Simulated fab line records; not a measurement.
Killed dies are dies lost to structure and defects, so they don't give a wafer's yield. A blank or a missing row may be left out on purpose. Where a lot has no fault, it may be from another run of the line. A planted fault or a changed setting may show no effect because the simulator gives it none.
fab line records ; flow n5-finfet
[record] lots = 5; wafers = 12; last-day = 17
route steps=1938 shown BEOL_M1@782 BEOL_M4@1111 PASSIVATION@1936
lots that met no fault: taken from a fault-free run of the same line
start-h: the number of hours between the record's first day and the start of the first shown wafer of the lot ; wait-h: hours elapsed since this lot's preceding step ; " repeats the value in the row above ; L1.1+2: a single row standing in for several wafers ; - either no value or no given start ; * or withheld: withheld ; < > ~ a bound
route shown NAME@n: names a module that has steps shown in the file, with the first one's number in the route ; usual: the fault-free wafers' mean and standard deviation ; same: alike in all rows ; chamber/n: place in a boat ; sites: per-site readings ; _std_site: standard deviation of those values ; _edge_site: mean of outer sites minus mean of inner sites ; radius-mm: how far each site lies from the wafer's centre ; mask NAME#n: copy n ; behind: tool/chamber where the wafer was last shaped ; hold: why the lot went on hold/how many hours it stayed there/how the hold came to an end ; device: whichever transistor did not switch (one of n, p or np) ; end of line: tests of these same wafers at the route's end ; for a step that has no rows: nothing shown but its recipe ; killed: count of dies lost to structure and defects at first sort (not the wafer's yield) ; map: per-die view of a wafer (x killed, . not killed, _ where there is no die)
set.NAME: the setting the step ran with; set.NAME@STEP: the setting that earlier step ran with ; model.NAME: the simulator's own value behind a step, which no gauge read
lots at some steps of the route; a table a step, a row a wafer
services: when a tool's chamber went out of use (start-h, in hours from the record's first day, below 0 if earlier), for how many hours, and the reason
[[steps]]
[step N5_BEOL_M1_SOFTBAKE_23]
[recipe] temp-c = 110; time-s = 60; resist = CAR-EUV
[step N5_BEOL_M1_EXPOSE_25]
[recipe] mask-id = V0; na = 0.33; source-shape = quasar; sigma-inner = 0.2; sigma-outer = 0.8; polarization = unpolarized; defocus-nm = 5; target-cd-nm = 24; dose-mj = 63
[step N5_BEOL_M1_PEB_26]
[recipe] peb-temp-c = 100; peb-time-s = 60; resist = CAR-EUV
[step N5_BEOL_M1_DEVELOP_27]
[recipe] develop-time-s = 30; developer = TMAH; resist = CAR-EUV; rinse-liquid = surfactant-rinse; dry = air-spin; dev-temp-c = 23
[step N5_BEOL_M1_DESCUM_33]
[recipe] chemistry = O2; time-s = 7; source-power-w = 50; bias-power-w = 20; pressure-mtorr = 20; rf-frequency-hz = 2.712e+07; temp-c = 40; resist = CAR-EUV; o2-flow-sccm = 225
[step N5_BEOL_M1_ETCH_77]
[recipe] chemistry = N2/H2; target = underlayer; target-depth-a = 65; mask-material = CAR-EUV; time-s = 5.2; ion-energy-ev = 200; pressure-mtorr = 30; source-w = 840; bias-w = 150; n2-flow-sccm = 200; h2-flow-sccm = 200; ends = cleared
[step N5_BEOL_M1_ETCH_69]
[recipe] chemistry = CF4; target = SiARC; target-depth-a = 156; mask-material = CAR-EUV; time-s = 26; ion-energy-ev = 80; pressure-mtorr = 40; source-w = 545; bias-w = 36; Ar_flow_sccm = 100; cf4-flow-sccm = 100; ends = cleared
[step N5_BEOL_M1_ALD_98]
[recipe] material = SiO2; target-thk-a = 25; temp-c = 100; ald-precursor-family = BDEAS; ald-co-reactant = O2-plasma; pulse-time-s = 1; co-reactant-pulse-time-s = 1; purge-time-s = 2; co-reactant-purge-time-s = 2; ald-cycles = 17; pressure-torr = 2
[step N5_BEOL_M1_ETCHBACK_99]
[recipe] chemistry = CHF3; target = SiO2; target-depth-a = 50; time-s = 10.4; source-w = 215; bias-w = 47; Ar_flow_sccm = 200; CHF3_flow_sccm = 12; ion-energy-ev = 100; pressure-mtorr = 30
[step N5_BEOL_M1_ETCH_70]
[recipe] chemistry = N2/H2; target = SOC; target-depth-a = 800; overetch-a = 160; mask-material = SiARC; temp-c = 40; time-s = 120; ion-energy-ev = 200; pressure-mtorr = 30; source-w = 840; bias-w = 150; n2-flow-sccm = 200; h2-flow-sccm = 200
[usual] bias-w = 150.0/0.47; chamber-pressure-mTorr = 30.002/0.026; drypump-motor-current-A = 5.7/0.39; oes-product-au = 0.58/0.054; rf-vpp-V = 523.8/2.4; showerhead-plenum-p-Torr = 2.53/0.08; throttle-valve-pct = 17.91/0.27
[same] time-s = 120
lot.wafer;tool;chamber;start-h;wait-h;bias-w;chamber-pressure-mTorr;drypump-motor-current-A;oes-product-au;rf-hours-counter-h;rf-vpp-V;showerhead-plenum-p-Torr;throttle-valve-pct;model.SiARC_of_BEOL_M1_COAT_68.thk-nm
L549.1;rie-diel-04;2;167.41;0.0;150.0;30.061;5.8;0.56;178;525.3;2.64;17.48;6.6
L549.3;rie-diel-04;0;167.41;0.0;149.6;30.005;4.7;0.54;197;519.7;2.42;18.17;6.2
L549.4;rie-diel-04;3;167.41;0.0;150.1;30.032;5.9;0.55;-;522.1;2.51;18.18;6.2
L557.2;rie-diel-04;0;217.45;0.0;150.5;29.968;4.7;0.53;214;519.2;2.41;18.18;2.6
L557.3;rie-diel-04;2;217.45;0.0;149.6;30.011;5.7;0.54;195;527.1;2.63;17.52;6.6
L558.1;rie-diel-04;3;225.34;0.0;149.5;30.046;5.9;0.54;232;523.2;2.50;18.21;2.8
L558.3;rie-diel-04;1;225.34;0.0;150.7;30.040;6.1;0.71;15;522.2;2.49;17.56;6.2
L560.2;rie-diel-04;2;236.13;0.0;150.7;30.032;5.8;0.54;201;526.3;2.63;17.55;3.2
L560.5;rie-diel-04;0;236.13;0.0;150.6;30.038;4.7;0.53;-;519.3;2.41;18.20;6.2
L565.2;rie-diel-03;2;260.01;0.0;150.4;29.991;5.5;0.56;194;520.3;2.42;18.11;6.6
L565.4;rie-diel-03;1;260.01;0.0;149.4;29.998;5.8;0.55;207;523.9;2.51;18.01;6.6
L565.6;rie-diel-03;3;260.01;0.0;150.3;29.995;5.3;0.56;-;527.0;2.62;17.89;6.4
[step N5_BEOL_M1_STRIP_71]
[recipe] chemistry = N2/H2; temp-c = 40; n2-flow-sccm = 200; h2-flow-sccm = 200; rf-frequency-hz = 6e+07
[step N5_BEOL_M1_STRIP_78]
[recipe] chemistry = N2/H2; temp-c = 40; n2-flow-sccm = 200; h2-flow-sccm = 200; rf-frequency-hz = 6e+07
[step N5_BEOL_M1_VIA_ETCH_34]
[recipe] chemistry = C4F6/O2; target-depth-a = 678; mask-material = SOC; pressure-mtorr = 15; ion-energy-ev = 250; taper-deg = 4; time-s = 64.4; source-w = 350; bias-w = 170; Ar_flow_sccm = 300; C4F6_flow_sccm = 10; O2_flow_sccm = 10
[usual] O2_flow_sccm = 10.002/0.029; bias-w = 170.0/0.52; chamber-pressure-mTorr = 15.001/0.016; drypump-motor-current-A = 5.7/0.39; oes-product-au = 0.75/0.077; rf-vpp-V = 662/11; showerhead-plenum-p-Torr = 2.84/0.083; throttle-valve-pct = 30.86/0.29
[same] time-s = 64.4
lot.wafer;tool;chamber;start-h;wait-h;O2_flow_sccm;bias-w;chamber-pressure-mTorr;drypump-motor-current-A;oes-product-au;rf-hours-counter-h;rf-vpp-V;showerhead-plenum-p-Torr;throttle-valve-pct;model.BEOL_M1.cd-nm
L549.1;rie-diel-04;2;167.51;0.0;10.037;169.6;15.002;5.7;0.72;178;660;2.93;30.30;17.8
L549.3;rie-diel-04;0;167.51;0.0;9.994;169.5;15.007;4.7;0.70;197;670;2.72;31.05;18
L549.4;rie-diel-04;3;167.51;0.0;9.998;169.9;15.089;6.0;0.72;-;670;2.82;31.15;17.8
L557.2;rie-diel-04;0;217.55;0.0;10.024;170.1;14.975;4.7;0.69;214;670;2.71;31.06;19.6
L557.3;rie-diel-04;2;217.55;0.0;10.008;169.7;14.989;5.7;0.71;195;661;2.92;30.33;18.4
L558.1;rie-diel-04;3;225.44;0.0;10.017;169.6;15.008;6.0;0.71;232;670;2.81;31.16;19.8
L558.3;rie-diel-04;1;225.44;0.0;9.979;170.8;15.014;6.1;0.94;15;677;2.81;30.86;18
L560.2;rie-diel-04;2;236.23;0.0;10.021;171.1;15.001;5.8;0.70;201;660;2.92;30.32;19.2
L560.5;rie-diel-04;0;236.23;0.0;9.980;170.0;15.015;4.7;0.68;-;671;2.71;31.06;17.6
L565.2;rie-diel-03;2;260.11;0.0;10.034;169.6;15.019;5.5;0.72;194;645;2.73;31.18;17.8
L565.4;rie-diel-03;1;260.11;0.0;9.971;170.3;14.979;5.8;0.72;207;665;2.84;31.29;17.6
L565.6;rie-diel-03;3;260.11;0.0;9.980;170.7;15.042;5.2;0.72;-;664;2.95;30.93;17.6
[step N5_BEOL_M1_STRIP_83]
[recipe] chemistry = C4F6/O2; resist = SiARC; rf-frequency-hz = 6e+07
[step N5_BEOL_M4_RC_MEAS_101]
[usual] DIBL_N = 35.9/1.6; DIBL_P = 35.6/2.1; IOFF_N = 0.149/0.029; IOFF_P = 0.20/0.033; ION_N = 671/11; ION_P = 460/7.3; SS_N = 71.4/0.62; SS_P = 73.2/0.65; VT_N = 251/3.1; VT_P = -251/3.4
lot.wafer;tool;chamber;start-h;wait-h;DIBL_N[mV/V];DIBL_P[mV/V];IOFF_N[nA/um];IOFF_P[nA/um];ION_N[uA/um];ION_P[uA/um];SS_N[mV/dec];SS_P[mV/dec];VT_N[mV];VT_P[mV]
L549.1;prober-02;0;205.27;0.0;36.8;36.5;0.165;0.25;679;473;71.7;73.8;249;-248
L549.3;prober-02;0;205.27;0.0;36.9;36.4;0.173;0.25;684;476;70.7;73.4;248;-247
L549.4;prober-02;0;205.27;0.0;37.4;37.0;0.172;0.26;681;474;71.9;74.2;249;-247
L557.2;prober-01;0;257.49;0.2;38.9;37.7;0.172;0.21;681;459;72.8;74.3;249;-253
L557.3;prober-01;0;257.49;0.2;35.9;35.4;0.135;0.18;668;458;71.1;74.0;251;-253
L558.1;prober-02;0;257.60;0.0;37.4;35.4;0.141;0.19;680;462;71.4;73.3;253;-252
L558.3;prober-02;0;257.60;0.0;37.6;36.2;0.156;0.20;676;455;71.9;73.9;249;-250
L560.2;prober-02;0;277.19;0.2;36.8;36.9;0.144;0.19;669;458;71.6;73.3;252;-255
L560.5;prober-02;0;277.19;0.2;36.0;35.6;0.131;0.17;663;458;71.7;73.1;251;-253
L565.2;prober-02;0;303.91;0.2;39.4;39.3;0.237;0.26;691;466;73.0;74.6;247;-247
L565.4;prober-02;0;303.91;0.2;33.0;32.5;0.124;0.16;677;458;70.6;72.5;251;-251
L565.6;prober-02;0;303.91;0.2;36.5;35.8;0.169;0.20;688;464;71.6;73.4;249;-251
[step N5_PASSIVATION_PROBE_49]
[usual] defect-limited-yield = 90.9/1.5; killed_at_M0_to_M3 = 36/9.9; killed_at_M4_up = 13/4.5; killed-at-contacts = 13/6.4; killed-at-front-end = 42/12; killed-at-other = 3.4/3; killed-dies = 107/18; killed-open = 69/13; killed-short = 35/8.2; sort_bin_5_function = 5.3/1.1; sort_bin_6_memory = 3.4/0.69; sort-n-pass = 1073/18; sort-yield-pct = 90.9/1.5
[same] gross-dies = 1180; killed-at-back-side = 0; sort_bin_4_leakage[%] = 0; sort_bin_8_speed[%] = 0
lot.wafer;tool;chamber;start-h;wait-h;defect-limited-yield[%];killed_at_M0_to_M3;killed_at_M4_up;killed-at-contacts;killed-at-front-end;killed-at-other;killed-dies;killed-open;killed-short;sort_bin_5_function[%];sort_bin_6_memory[%];sort-n-pass;sort-yield-pct[%]
L558.1;prober-01;-;354.01;0.0;88.3;41;14;23;58;2;138;102;34;7.6;3.9;1042;88.3
L560.2;prober-01;-;376.56;1.1;90.0;32;13;6;58;9;118;75;40;5.5;4.2;1062;90.0
// killed by level:class
L558.1 FIN_SAQP:geometric-particle:open=29 MOL_CONTACT_COAG:geometric-particle:open=18 BEOL_M3:geometric-particle:open=10 BEOL_M0_SAQP:geometric-particle:short=9 BEOL_M1:geometric-particle:open=6 MOL_CONTACT_COAG:geometric-particle:short=5 BEOL_M0_SAQP:geometric-particle:open=5 BEOL_M4:geometric-particle:open=4
L560.2 FIN_SAQP:geometric-particle:short=14 BEOL_M2:geometric-particle:open=12 STI_FIN_REVEAL:geometric-particle:open=8 FIN_SAQP:geometric-particle:open=7 DUMMY_GATE:geometric-particle:open=6 BEOL_M0_SAQP:geometric-particle:open=6 GATE_CUT:geometric-particle:short=5 BEOL_M1:geometric-particle:open=5
[[services]]
tool;chamber;start-h;hours;kind
rie-diel-04;1;154.34;-;clean
rie-diel-04;1;154.34;-;consumable-replace:focus-ring
rie-diel-04;1;154.34;25.1;scheduled-down
rie-diel-04;1;154.34;25.1;vent-cycle
rie-diel-04;0;241.77;2.9;repair
rie-diel-03;3;243.02;4.6;repair
[[key]]
first-sign none at tools or gauges
[model-effect] step = N5_BEOL_M1_ETCH_70; value = SiARC_of_BEOL_M1_COAT_68.thk-nm; without = 6.4; struck = 2.867
[model-effect] step = N5_BEOL_M1_VIA_ETCH_34; value = BEOL_M1.cd-nm; without = 17.87; struck = 19.53
met-at N5_BEOL_M1_ETCH_70
struck-wafers L557.2,L558.1,L560.2
onset-between 167.41 217.45
[fault] kind = process-parameter-drift; tool = rie-diel-04; chamber = -; onset-h = 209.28; steps = N5_BEOL_M1_ETCH_70; channel = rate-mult; offset = 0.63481; shape = step; end-h = 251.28; scope = struck-wafers-only
